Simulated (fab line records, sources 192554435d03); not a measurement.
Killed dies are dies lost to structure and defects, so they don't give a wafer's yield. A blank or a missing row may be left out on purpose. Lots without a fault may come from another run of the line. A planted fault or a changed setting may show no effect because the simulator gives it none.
One fault seen from 3 desks | flow n5_finfet | each desk has only its own numbers; what lay behind them comes last

THE METROLOGY DESK
What the gauges read, lot by lot, whatever tool the lot ran on: means of the sampled wafers that have a number. A lot is out of limits, marked OUT, if its mean lies more than 4 standard deviations from the usual mean; the brackets give that distance.
Columns: A = cd_nm at N5_BEOL_M6_CD_MEAS_11, usual 38.5 nm; B = M6_OVL at N5_BEOL_M6_OVL_MEAS_12, usual -0.6 nm
lot  | first seen here | A    | B
L859 | day 9 03:02     | 38.1 | -1.0
L862 | day 9 16:56     | 38.1 | -0.6
L865 | day 10 03:56    | 38.6 | -1.0
L864 | day 10 09:22    | 38.1 | -1.3
L873 | day 12 07:46    | 38.6 | -0.6
L874 | day 12 20:53    | 38.9 | -1.0
L877 | day 13 05:50    | 38.0 | -0.5
This desk's finding: nothing out of limits on any of the 7 lots.

THE TOOL OWNER'S DESK: rie_diel-04
The tool's own readings at N5_BEOL_M6_ETCH_62 (etches SOC in N2/H2, target depth 110 nm, overetch 22 nm, time 165 s): means of the sampled wafers that have a number, for each lot that ran on this tool. A lot is out of limits, marked OUT, if its mean lies more than 4 standard deviations from the usual mean; the brackets give that distance.
Columns: A = bias_w at N5_BEOL_M6_ETCH_62, usual 150.0 W; B = drypump_motor_current_A at N5_BEOL_M6_ETCH_62, usual 6.0 A; C = oes_product_au at N5_BEOL_M6_ETCH_62, usual 0.67 a.u.; D = rf_fwd_power_W at N5_BEOL_M6_ETCH_62, usual 837.7 W; E = rf_vpp_V at N5_BEOL_M6_ETCH_62, usual 524.5 V; F = showerhead_plenum_p_Torr at N5_BEOL_M6_ETCH_62, usual 2.56 Torr; G = throttle_valve_pct at N5_BEOL_M6_ETCH_62, usual 17.71 %
lot  | first seen here | A               | B   | C    | D     | E                | F    | G
L859 | day 9 04:05     | 149.9           | 6.0 | 0.61 | 839.0 | 523.1            | 2.52 | 17.80
L862 | day 9 17:17     | 173.0 (+49) OUT | 6.3 | 0.60 | 838.9 | 570.9 (+18) OUT  | 2.47 | 17.66
L865 | day 10 04:11    | 161.3 (+24) OUT | 6.0 | 0.60 | 834.8 | 548.3 (+9.1) OUT | 2.55 | 17.62
L864 | day 10 09:52    | 161.6 (+25) OUT | 6.0 | 0.61 | 838.4 | 547.1 (+8.7) OUT | 2.52 | 17.82
L877 | day 13 06:01    | 150.5           | 6.0 | 0.66 | 838.3 | 526.0            | 2.62 | 17.70
This desk's finding: out of limits on L862, L864, L865; first on L862, day 9 17:17 (bias_w at N5_BEOL_M6_ETCH_62). In limits: L859, L877.

THE DEFECT DESK
What the inspections along the route counted, lot by lot: means of the sampled wafers that have a number. A lot is out of limits, marked OUT, if its mean lies more than 4 standard deviations from the usual mean; the brackets give that distance.
Columns: A = raw_defect_count at N5_BEOL_M6_INSPECT_13, usual 384
lot  | first seen here | A
L859 | day 9 03:05     | 372
L862 | day 9 16:59     | 390
L865 | day 10 04:00    | 449
L864 | day 10 09:25    | 233
L873 | day 12 07:49    | 381
L874 | day 12 20:56    | 385
L877 | day 13 05:53    | 414
This desk's finding: nothing out of limits on any of the 7 lots.

PUT TOGETHER
The tool owner's desk could have raised an alarm at day 9 17:17, on L862, L864, L865.
The metrology desk saw nothing out of limits.
The defect desk saw nothing out of limits.
The metrology desk has L862, L864, L865 on record, within its limits.
The defect desk has L862, L864, L865 on record, within its limits.
Of the lots named, all ran N5_BEOL_M6_ETCH_62 on rie_diel-04.

WHAT THE SIMULATOR HAD PUT IN
Process parameter drift: rie_diel-04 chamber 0, from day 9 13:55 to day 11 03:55, at N5_BEOL_M6_ETCH_62. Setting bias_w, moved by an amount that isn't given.
Lots struck among those shown: L862, L864, L865.
Hours from the fault's start to each desk's first reading out of limits: the tool owner's desk, 3.
